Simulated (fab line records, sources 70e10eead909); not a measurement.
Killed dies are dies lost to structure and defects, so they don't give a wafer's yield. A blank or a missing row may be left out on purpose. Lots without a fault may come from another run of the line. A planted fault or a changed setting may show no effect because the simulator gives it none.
fab line records | flow nand_harc
record lots=6 wafers=18 last_day=24
route steps=1159 shown A_STAIRCASE@546 END@1159
lots that met no fault: from a run of the same line without faults
start_h: hours from the record's first day to the start of the lot's first wafer shown | wait_h: hours since the lot's step before | " the same as in the row above | L1.1+2: a row that stands for several wafers | - no value, or no start given | * or withheld: withheld | < > ~ a bound
route shown NAME@n: a module of which the file shows steps, and the number in the route of the first | usual: mean/standard deviation of fault-free wafers | same: alike in all rows | chamber/n: place in a boat | sites: the reading at each site | _std_site: their standard deviation | _edge_site: outer sites' mean less inner sites' | radius_mm: how far each site lies from the wafer's centre | mask NAME#n: copy n | behind: the tool/chamber that last shaped the wafer | hold: why the lot was held/for how many hours/how that ended | device: the transistor (n, p or np) that didn't switch | end of line: the same wafers' tests at the end of the route | a step without rows: its recipe alone | killed: dies lost to structure and defects at the first sort, not the wafer's yield | map: a wafer's dies, x killed, . not, _ none there
set.NAME: the setting as run; set.NAME@STEP: as run at that earlier step | model.NAME: the simulator's own value behind a step, which no gauge read
lots at some steps of the route; a table a step, a row a wafer
services: from which hour (start_h, from the record's first day; less than 0 if before it) a tool's chamber was out of use, for how many hours, and why
## steps
# step NHARC_A_STAIRCASE_HARDBAKE_10
# recipe temp_c=120 time_s=140
# step NHARC_A_STAIRCASE_DESCUM_11
# recipe time_s=3 o2_flow_sccm=200 ar_flow_sccm=0 bias_power_w=0 chemistry=O2
# step NHARC_A_STAIRCASE_TRIM_12
# recipe time_s=211.2 o2_flow_sccm=500 ar_flow_sccm=0 bias_w=0 chemistry=O2
# usual drypump_motor_current_A=6.0/0.38 oes_product_au=1.000/0.011 rf_vpp_V=57.9/0.88 showerhead_plenum_p_Torr=3.57/0.16 throttle_valve_pct=17.036/0.0085
# same bias_w=0
# columns lot.wafer tool chamber start_h wait_h drypump_motor_current_A oes_product_au rf_hours_counter_h rf_vpp_V showerhead_plenum_p_Torr throttle_valve_pct
L669.1 rie_diel-06 0 231.48 0.1 6.5 0.974 53 57.6 3.49 17.034
L669.2 " 2 " " 5.5 0.985 60 58.5 3.60 17.042
L669.3 " 3 " " 6.1 0.989 55 58.4 3.69 17.025
L671.1 rie_diel-06 0 251.88 0.1 6.5 0.981 1 58.1 3.49 17.047
L671.2 " 1 " " 6.0 0.999 0 58.0 3.81 17.033
L671.4 " 2 " " 5.4 1.000 0 58.4 3.60 17.011
L670.2 rie_diel-06 3 258.20 0.1 6.0 1.014 3 58.2 3.69 17.038
L670.3 " 0 " " 6.5 0.988 3 57.7 3.48 17.032
L670.4 " 1 " " 6.0 0.996 2 57.6 3.81 17.023
L676.3 rie_diel-02 1 264.87 0.1 5.4 0.992 42 56.9 3.43 17.037
L676.6 " 0 " " 6.1 0.990 - 58.1 3.38 17.042
L676.5 " 1 " " 5.4 0.994 - 57.7 3.43 17.021
L675.4 rie_diel-02 2 271.61 0.1 5.2 0.992 44 58.5 3.48 17.035
L675.2 " 3 " " 6.4 1.003 46 58.2 3.56 17.034
L675.1 " 1 " " 5.4 0.995 44 59.5 3.43 17.038
L690.1 rie_diel-06 3 361.14 0.1 6.0 1.001 41 58.6 3.67 17.029
L690.2 " 2 " " 5.5 1.015 37 58.0 3.58 17.036
L690.5 " 3 " " 6.0 1.010 - 58.7 3.67 17.039
# step NHARC_A_STAIRCASE_ETCH_13
# recipe target_depth_a=1000 time_s=40.5 ion_energy_ev=400 c4f8_flow_sccm=20 o2_flow_sccm=10 ar_flow_sccm=withheld rf_w=600 bias_w=1000 chemistry=C4F8/O2
# step NHARC_A_STAIRCASE_TRIM_14
# recipe time_s=211.2 o2_flow_sccm=500 ar_flow_sccm=0 bias_w=0 chemistry=O2
# usual drypump_motor_current_A=5.9/0.38 oes_product_au=1.001/0.01 rf_vpp_V=57.9/0.91 showerhead_plenum_p_Torr=3.58/0.16 throttle_valve_pct=17.036/0.0091
# same bias_w=0
# columns lot.wafer tool chamber start_h wait_h drypump_motor_current_A oes_product_au rf_hours_counter_h rf_vpp_V showerhead_plenum_p_Torr throttle_valve_pct
L669.1 rie_diel-06 3 - - 6.0 0.992 55 59.4 3.69 17.048
L669.3 " 0 " " 6.5 0.985 53 57.2 3.49 17.031
L669.2 " 2 " " 5.5 0.989 60 57.7 3.60 17.047
L671.4 rie_diel-06 1 - - 6.0 1.003 1 58.3 3.81 17.033
L671.1 " 2 " " 5.5 1.002 1 58.2 3.60 17.033
L671.2 " 3 " " 6.0 1.010 1 58.2 3.69 17.035
L670.3 rie_diel-06 1 - - 6.0 1.000 3 59.7 3.81 17.024
L670.4 " 2 " " 5.5 0.998 3 58.9 3.60 17.021
L670.2 " 3 " " 6.0 1.007 3 58.5 3.69 17.027
L676.3 rie_diel-02 0 - - 6.1 0.985 44 58.0 3.38 17.040
L676.5 " 3 " " 6.4 1.010 - 58.7 3.56 17.033
L676.6 " 0 " " 6.1 0.988 - 57.4 3.38 17.040
L675.4 rie_diel-02 1 - - 5.4 0.998 45 58.1 3.43 17.028
L675.1 " 2 " " 5.2 0.994 44 57.4 3.48 17.038
L675.2 " 3 " " 6.3 1.002 46 59.3 3.56 17.041
L690.2 rie_diel-06 3 - - 6.0 1.009 42 59.4 3.67 17.038
L690.1 " 1 " " 6.0 1.010 42 58.9 3.78 17.031
L690.5 " 2 " " 5.5 1.022 - 57.0 3.58 17.026
# step NHARC_A_STAIRCASE_ETCH_15
# recipe target_depth_a=1000 time_s=40.5 ion_energy_ev=400 c4f8_flow_sccm=20 o2_flow_sccm=10 ar_flow_sccm=withheld rf_w=600 bias_w=1000 chemistry=C4F8/O2
# step NHARC_A_STAIRCASE_TRIM_16
# recipe time_s=211.2 o2_flow_sccm=500 ar_flow_sccm=0 bias_w=0 chemistry=O2
# step NHARC_A_STAIRCASE_ETCH_17
# recipe target_depth_a=1000 time_s=40.5 ion_energy_ev=400 c4f8_flow_sccm=20 o2_flow_sccm=10 ar_flow_sccm=withheld rf_w=600 bias_w=1000 chemistry=C4F8/O2
# step NHARC_A_STAIRCASE_TRIM_18
# recipe time_s=211.2 o2_flow_sccm=500 ar_flow_sccm=0 bias_w=0 chemistry=O2
# step NHARC_A_STAIRCASE_ETCH_19
# recipe target_depth_a=1000 time_s=40.5 ion_energy_ev=400 c4f8_flow_sccm=20 o2_flow_sccm=10 ar_flow_sccm=withheld rf_w=600 bias_w=1000 chemistry=C4F8/O2
# usual bias_w=1000/3.2 oes_product_au=0.940/0.012 rf_fwd_power_W=591/3.8 rf_vpp_V=898/5.9
# columns lot.wafer tool chamber start_h wait_h bias_w oes_product_au rf_fwd_power_W rf_hours_counter_h rf_vpp_V
L669.2 rie_diel-06 1 - - 1001 0.939 592 56 887
L669.1 " 3 " " 1002 0.934 594 55 903
L669.3 " 0 " " 999 0.918 589 53 896
L671.1 rie_diel-06 2 - - 1002 0.956 596 2 899
L671.2 " 3 " " 997 0.956 589 2 901
L671.4 " 0 " " 1000 0.944 583 2 894
L670.3 rie_diel-06 3 - - 998 0.954 591 4 903
L670.4 " 0 " " 999 0.926 586 4 896
L670.2 " 1 " " 994 0.951 593 3 905
L676.3 rie_diel-02 0 - - 1000 0.923 595 45 890
L676.5 " 0 " " 997 0.922 597 - 889
L676.6 " 1 " " 998 0.935 589 - 892
L675.4 rie_diel-02 2 - - 995 0.952 585 44 895
L675.2 " 3 " " 999 0.944 584 46 898
L675.1 " 0 " " 1000 0.935 593 47 890
L690.2 rie_diel-06 2 - - 1000 0.962 596 38 897
L690.1 " 3 " " 1001 0.955 591 42 901
L690.5 " 3 " " 998 0.959 589 - 900
# step NHARC_A_STAIRCASE_TRIM_20
# recipe time_s=211.2 o2_flow_sccm=500 ar_flow_sccm=0 bias_w=0 chemistry=O2
# usual drypump_motor_current_A=5.9/0.37 oes_product_au=1.001/0.0095 rf_vpp_V=57.8/0.92 showerhead_plenum_p_Torr=3.56/0.16 throttle_valve_pct=17.036/0.0089
# same bias_w=0
# columns lot.wafer tool chamber start_h wait_h drypump_motor_current_A oes_product_au rf_hours_counter_h rf_vpp_V showerhead_plenum_p_Torr throttle_valve_pct
L669.1 rie_diel-02 0 232.77 0.1 6.0 0.993 30 57.7 3.39 17.043
L669.2 " 1 " " 5.4 0.998 29 58.9 3.43 17.044
L669.3 " 2 " " 5.2 0.995 27 57.4 3.49 17.024
L671.2 rie_diel-10 3 253.84 0.1 5.9 1.013 25 56.8 3.28 17.051
L671.1 " 1 " " 5.7 1.004 27 58.0 3.79 17.032
L671.4 " 3 " " 5.9 1.006 - 57.2 3.28 17.029
L670.4 rie_diel-06 1 259.54 0.1 6.0 1.011 3 59.6 3.81 17.046
L670.2 " 2 " " 5.5 1.004 3 58.3 3.60 17.031
L670.3 " 0 " " 6.5 0.973 4 56.9 3.48 17.020
L676.3 rie_diel-10 1 266.28 0.1 5.7 0.998 33 57.7 3.79 17.029
L676.6 " 1 " " 5.7 1.001 - 58.7 3.79 17.036
L676.5 " 3 " " 5.9 1.000 - 58.0 3.28 17.036
L675.2 rie_diel-10 3 272.66 0.1 6.0 1.007 33 58.9 3.28 17.035
L675.4 " 0 " " 6.2 1.014 26 59.0 3.71 17.037
L675.1 " 1 " " 5.7 1.000 35 58.0 3.79 17.032
L690.2 rie_diel-06 1 362.27 0.1 6.0 1.016 42 58.5 3.78 17.041
L690.1 " 3 " " 6.0 1.025 42 57.8 3.67 17.038
L690.5 " 2 " " 5.5 1.013 - 57.5 3.58 17.017
# step NHARC_A_STAIRCASE_ETCH_21
# recipe target_depth_a=1000 time_s=40.5 ion_energy_ev=400 c4f8_flow_sccm=20 o2_flow_sccm=10 ar_flow_sccm=withheld rf_w=600 bias_w=1000 chemistry=C4F8/O2
# step NHARC_A_STAIRCASE_TRIM_22
# recipe time_s=211.2 o2_flow_sccm=500 ar_flow_sccm=0 bias_w=0 chemistry=O2
# usual drypump_motor_current_A=5.9/0.38 oes_product_au=1.000/0.01 rf_vpp_V=57.8/0.93 showerhead_plenum_p_Torr=3.56/0.16 throttle_valve_pct=17.036/0.0087
# same bias_w=0
# columns lot.wafer tool chamber start_h wait_h drypump_motor_current_A oes_product_au rf_hours_counter_h rf_vpp_V showerhead_plenum_p_Torr throttle_valve_pct
L669.1 rie_diel-02 3 - - 6.3 0.987 28 57.7 3.57 17.028
L669.2 " 0 " " 6.1 0.994 30 56.8 3.39 17.025
L669.3 " 1 " " 5.4 0.986 29 58.3 3.43 17.035
L671.1 rie_diel-10 3 - - 5.9 0.996 25 58.6 3.28 17.046
L671.2 " 2 " " 6.4 1.002 23 57.3 3.64 17.035
L671.4 " 3 " " 6.0 0.999 - 56.3 3.28 17.046
L670.2 rie_diel-06 2 - - 5.5 0.997 4 57.0 3.60 17.033
L670.3 " 3 " " 6.0 1.009 4 57.3 3.69 17.051
L670.4 " 0 " " 6.5 0.982 4 58.1 3.48 17.026
L676.3 rie_diel-10 1 - - 5.7 0.992 33 58.4 3.79 17.039
L676.6 " 0 " " 6.2 0.999 - 57.5 3.71 17.029
L676.5 " 1 " " 5.7 0.999 - 58.0 3.79 17.039
L675.2 rie_diel-10 2 - - 6.4 1.001 25 58.6 3.64 17.041
L675.1 " 3 " " 5.9 0.999 33 56.1 3.28 17.025
L675.4 " 0 " " 6.2 0.994 26 58.3 3.71 17.030
L690.2 rie_diel-06 3 - - 6.0 1.011 43 60.0 3.67 17.051
L690.1 " 1 " " 6.0 1.012 44 59.4 3.78 17.047
L690.5 " 3 " " 6.0 1.009 - 58.2 3.67 17.053
# step NHARC_A_STAIRCASE_ETCH_23
# recipe target_depth_a=1000 time_s=40.5 ion_energy_ev=400 c4f8_flow_sccm=20 o2_flow_sccm=10 ar_flow_sccm=withheld rf_w=600 bias_w=1000 chemistry=C4F8/O2
# step NHARC_A_STAIRCASE_TRIM_24
# recipe time_s=211.2 o2_flow_sccm=500 ar_flow_sccm=0 bias_w=0 chemistry=O2
# step NHARC_A_STAIRCASE_ETCH_25
# recipe target_depth_a=1000 time_s=40.5 ion_energy_ev=400 c4f8_flow_sccm=20 o2_flow_sccm=10 ar_flow_sccm=withheld rf_w=600 bias_w=1000 chemistry=C4F8/O2
# step NHARC_A_STAIRCASE_TRIM_26
# recipe time_s=211.2 o2_flow_sccm=500 ar_flow_sccm=0 bias_w=0 chemistry=O2
# step NHARC_A_STAIRCASE_ETCH_27
# recipe target_depth_a=1000 time_s=40.5 ion_energy_ev=400 c4f8_flow_sccm=20 o2_flow_sccm=10 ar_flow_sccm=withheld rf_w=600 bias_w=1000 chemistry=C4F8/O2
# step NHARC_A_STAIRCASE_STRIP_175
# recipe power_w=1500 temp_c=250 chemistry=O2
# step NHARC_A_STAIRCASE_STRIP_148
# recipe time_s=900 temp_c=130 chemistry=SPM
# step NHARC_A_STAIRCASE_PRECLEAN_149
# recipe time_s=* temp_c=50 bath_age_min=0 chemistry=SC1
# step NHARC_A_STAIRCASE_SRD_150
# step NHARC_A_STAIRCASE_DEHYDRATE_176
# recipe temp_c=150 time_s=120
# step NHARC_A_STAIRCASE_HMDS_177
# recipe time_s=30
# step NHARC_A_STAIRCASE_COAT_178
# recipe spin_rpm=1200
# step NHARC_A_STAIRCASE_SOFTBAKE_179
# recipe temp_c=135 time_s=170
# step NHARC_A_STAIRCASE_EBR_180
# step NHARC_A_STAIRCASE_EXPOSE_181
# recipe na=0.5 dose_mj=27.87 mask_id=STAIR_2
# step NHARC_A_STAIRCASE_PEB_182
# recipe peb_temp_c=115 peb_time_s=130
# step NHARC_A_STAIRCASE_DEVELOP_183
# recipe time_s=140
# step NHARC_A_STAIRCASE_HARDBAKE_185
# recipe temp_c=120 time_s=140
# step NHARC_A_STAIRCASE_DESCUM_186
# recipe time_s=3 o2_flow_sccm=200 ar_flow_sccm=0 bias_power_w=0 chemistry=O2
# step NHARC_A_STAIRCASE_TRIM_187
# recipe time_s=211.2 o2_flow_sccm=500 ar_flow_sccm=0 bias_w=0 chemistry=O2
# usual drypump_motor_current_A=5.9/0.39 oes_product_au=1.002/0.011 rf_vpp_V=57.9/0.89 showerhead_plenum_p_Torr=3.56/0.15 throttle_valve_pct=17.037/0.0091
# same bias_w=0
# columns lot.wafer tool chamber start_h wait_h drypump_motor_current_A oes_product_au rf_hours_counter_h rf_vpp_V showerhead_plenum_p_Torr throttle_valve_pct
L669.2 rie_diel-02 1 235.75 0.1 5.4 0.997 29 57.9 3.43 17.038
L669.3 " 2 " " 5.2 0.998 28 57.7 3.49 17.048
L669.1 " 3 " " 6.4 0.992 29 57.8 3.57 17.022
L671.4 rie_diel-06 0 256.58 0.1 6.5 0.979 2 56.2 3.49 17.022
L671.2 " 1 " " 6.1 1.010 2 58.3 3.81 17.048
L671.1 " 3 " " 6.0 1.012 2 58.8 3.69 17.032
L670.4 rie_diel-06 1 262.34 0.1 6.0 1.002 4 57.6 3.81 17.021
L670.3 " 3 " " 6.0 1.009 5 58.4 3.69 17.039
L670.2 " 0 " " 6.4 0.991 5 57.7 3.48 17.023
L676.3 rie_diel-06 3 269.28 0.1 6.0 1.016 7 58.6 3.69 17.052
L676.5 " 3 " " 6.0 1.011 - 58.3 3.69 17.029
L676.6 " 0 " " 6.4 0.987 - 59.6 3.48 17.023
L675.1 rie_diel-02 3 275.28 0.1 6.4 0.999 47 58.7 3.56 17.039
L675.4 " 0 " " 6.1 0.976 48 58.4 3.38 17.046
L675.2 " 1 " " 5.4 0.993 45 57.2 3.43 17.044
L690.1 rie_diel-02 3 367.44 0.1 6.3 1.002 11 58.7 3.54 17.036
L690.2 " 1 " " 5.4 0.999 11 57.6 3.41 17.047
L690.5 " 3 " " 6.3 1.009 - 57.9 3.54 17.046
# step NHARC_A_STAIRCASE_ETCH_188
# recipe target_depth_a=1000 time_s=40.5 ion_energy_ev=400 c4f8_flow_sccm=20 o2_flow_sccm=10 ar_flow_sccm=withheld rf_w=600 bias_w=1000 chemistry=C4F8/O2
# step NHARC_A_STAIRCASE_TRIM_189
# recipe time_s=211.2 o2_flow_sccm=500 ar_flow_sccm=0 bias_w=0 chemistry=O2
# step NHARC_A_STAIRCASE_ETCH_190
# recipe target_depth_a=1000 time_s=40.5 ion_energy_ev=400 c4f8_flow_sccm=20 o2_flow_sccm=10 ar_flow_sccm=withheld rf_w=600 bias_w=1000 chemistry=C4F8/O2
# step NHARC_A_STAIRCASE_TRIM_191
# recipe time_s=211.2 o2_flow_sccm=500 ar_flow_sccm=0 bias_w=0 chemistry=O2
# step NHARC_A_STAIRCASE_ETCH_192
# recipe target_depth_a=1000 time_s=40.5 ion_energy_ev=400 c4f8_flow_sccm=20 o2_flow_sccm=10 ar_flow_sccm=withheld rf_w=600 bias_w=1000 chemistry=C4F8/O2
# step NHARC_END_SORT_01
# recipe temp_c=25
# usual killed_at_array=28/10 killed_at_other=0.5/0.82 killed_at_periphery=3.4/2.2 killed_dies=31/10 killed_open=3.4/1.9 killed_short=1.9/1.3
# same gross_dies=677
# columns lot.wafer tool chamber start_h wait_h killed_at_array killed_at_other killed_at_periphery killed_dies killed_open killed_short
L676.3 prober-02 0 488.28 3.1 97 0 0 97 5 2
L676.5 prober-02 0 489.90 3.7 65 3 5 73 5 1
L676.6 prober-02 0 490.71 4.1 102 2 4 108 3 1
L675.1 prober-02 0 499.49 2.5 91 0 3 94 4 0
L675.2 prober-02 0 500.29 2.8 65 0 5 70 2 5
L675.4 prober-02 0 501.88 3.4 80 1 1 82 1 1
# killed by level:class
L676.3 A_STAIRCASE:unspecified=72 A_CHANNEL_HOLE_D1:chamber_film_flake=15 A_CHANNEL_FILL_D1:chamber_film_flake=3 A_SGD_CUT:geometric_particle:open=2 A_ONON_D1:geometric_particle:open=1 A_CHANNEL_HOLE_D1:geometric_particle:open=1 A_CHANNEL_FILL_D1:geometric_particle:short=1 A_M0:geometric_particle:open=1
L676.5 A_STAIRCASE:unspecified=48 A_CHANNEL_HOLE_D1:chamber_film_flake=10 THIN_TSV:chamber_film_flake=3 P_CONTACT:geometric_particle:open=2 P_ZERO_WELL:chamber_film_flake=2 A_CONTACT:chamber_film_flake=2 A_CHANNEL_FILL_D1:geometric_particle:short=1 A_WL_FILL:geometric_particle:open=1
L676.6 A_STAIRCASE:unspecified=75 A_CHANNEL_HOLE_D1:chamber_film_flake=16 A_CHANNEL_FILL_D1:chamber_film_flake=3 A_CONTACT:chamber_film_flake=3 P_CONTACT:chamber_film_flake=2 A_STAIRCASE:chamber_film_flake=2 THIN_TSV:chamber_film_flake=2 P_M0:geometric_particle:short=1
L675.1 A_STAIRCASE:unspecified=74 A_CONTACT:chamber_film_flake=8 A_CHANNEL_HOLE_D1:chamber_film_flake=3 A_STAIRCASE:chamber_film_flake=2 P_CONTACT:geometric_particle:open=1 P_M0:geometric_particle:open=1 A_WL_FILL:geometric_particle:open=1 A_CONTACT:geometric_particle:open=1
L675.2 A_STAIRCASE:unspecified=45 A_CONTACT:chamber_film_flake=6 P_STI:chamber_film_flake=3 A_STAIRCASE:chamber_film_flake=3 A_WL_FILL:geometric_particle:short=2 A_CHANNEL_HOLE_D1:chamber_film_flake=2 A_CHANNEL_FILL_D1:chamber_film_flake=2 A_M1:chamber_film_flake=2
L675.4 A_STAIRCASE:unspecified=70 A_STAIRCASE:chamber_film_flake=3 A_M1:chamber_film_flake=3 A_CHANNEL_FILL_D1:chamber_film_flake=2 P_GATE:geometric_particle:open=1 STARTING-WAFER:geometric_particle:short=1 A_CHANNEL_HOLE_D1:chamber_film_flake=1 A_CONTACT:chamber_film_flake=1
# map L675.1 (x killed, . not)
____________.____________
_________......._________
_______..x....x..._______
______.....x...x...______
_____..............._____
____..........x......____
____.................____
___.............x.....___
___..................x___
__.....................__
__.............x.......__
_......................._
_......................._
_..............x........_
_......................._
_x...x.................._
.............x...........
........................x
.....x...................
...................x.....
......................x..
_......................._
_......................._
_......................._
_......................._
_...........x.......x..._
__........x.......x....__
__.........x.xx......x.__
___.....xxxxxxxxx.....___
___....xxxxxxxx.x.....___
____...xxxxxxxxx.....____
____...xxxxxxxxx.....____
_____...xxxxxxxx...._____
______.xxxxxxxxx...______
_______xxxxxxxxx.._______
_________xxxxxxx_________
____________x____________
# map L676.6 (x killed, . not)
____________.____________
_________......._________
_______..........._______
______.............______
_____..............._____
____.................____
____.................____
___...................___
___...................___
__.................x...__
__.x...................__
_.xx...................._
_.x.x.................x._
_xxx.xx................._
_x.xx.............x....._
_x..................x..._
..xx.....................
x.xx.....................
......x..................
...........x.............
.x..............x........
_......................._
_...x......x............_
_......................._
_......................._
_...........x..........._
__......x...x..........__
__........xxxx....x....__
___x....xxxxxxx.x...x.___
___......xxxxxx.......___
____.....xxxxxxx.....____
____...xxxxxxxxxxx...____
_____.xxxxxxxxxx.x.._____
______.xxxxxxxxx...______
_______xxxxxxxxx.._______
_________xxxxxxx_________
____________x____________
## services
# columns tool chamber start_h hours kind
rie_diel-06 0 220.93 - clean
rie_diel-06 1 220.93 - clean
rie_diel-06 2 220.93 - clean
rie_diel-06 3 220.93 - clean
rie_diel-10 0 232.39 22.6 repair
rie_diel-06 - 241.43 9.0 pm
rie_diel-06 0 241.43 9.0 vent_cycle
rie_diel-06 1 241.43 9.0 vent_cycle
rie_diel-06 2 241.43 9.0 vent_cycle
rie_diel-06 3 241.43 9.0 vent_cycle
rie_diel-06 0 250.43 - clean
rie_diel-06 0 250.43 - consumable_replace:focus_ring
rie_diel-06 1 250.43 - clean
rie_diel-06 1 250.43 - consumable_replace:showerhead
rie_diel-06 2 250.43 - clean
rie_diel-06 3 250.43 - clean
rie_diel-06 0 275.01 - clean
rie_diel-06 1 275.01 - clean
rie_diel-06 2 275.01 - clean
rie_diel-06 3 275.01 - clean
rie_diel-10 - 310.41 0.8 repair
rie_diel-02 - 329.09 9.0 pm
rie_diel-10 - 353.53 9.0 pm
rie_diel-10 3 367.24 13.3 repair
## key
first_sign step=NHARC_END_SORT_01 reading=killed_at_array direction=up sigmas=5.4 usual=28 struck=83
effect step=NHARC_END_SORT_01 reading=killed_dies direction=up sigmas=5.4 usual=31 struck=87
more_kills_born_at NHARC_A_STAIRCASE_TRIM_20@rie_diel-10=382
met_at NHARC_A_STAIRCASE_TRIM_20
struck_wafers L675.1,L675.2,L675.4,L676.3,L676.5,L676.6
tester_left_out L675,L676
onset_between 253.84 266.28
also_fits NHARC_A_STAIRCASE_TRIM_12:rie_diel-02,NHARC_A_STAIRCASE_TRIM_14:rie_diel-02,NHARC_A_STAIRCASE_ETCH_19:rie_diel-02,NHARC_A_STAIRCASE_TRIM_22:rie_diel-10
fault kind=chamber_particle_source tool=rie_diel-10 chamber=- onset_h=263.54 steps=NHARC_A_STAIRCASE_TRIM_20 rate_per_visit_cm2=1.5725 end_h=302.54
# tester_left_out: of these lots the tester's yield and bins aren't shown, on N5 and GAA mostly nor the transistor test; their killed dies are dies lost to structure and defects alone, not to doping, threshold or leakage, so they don't give the yield
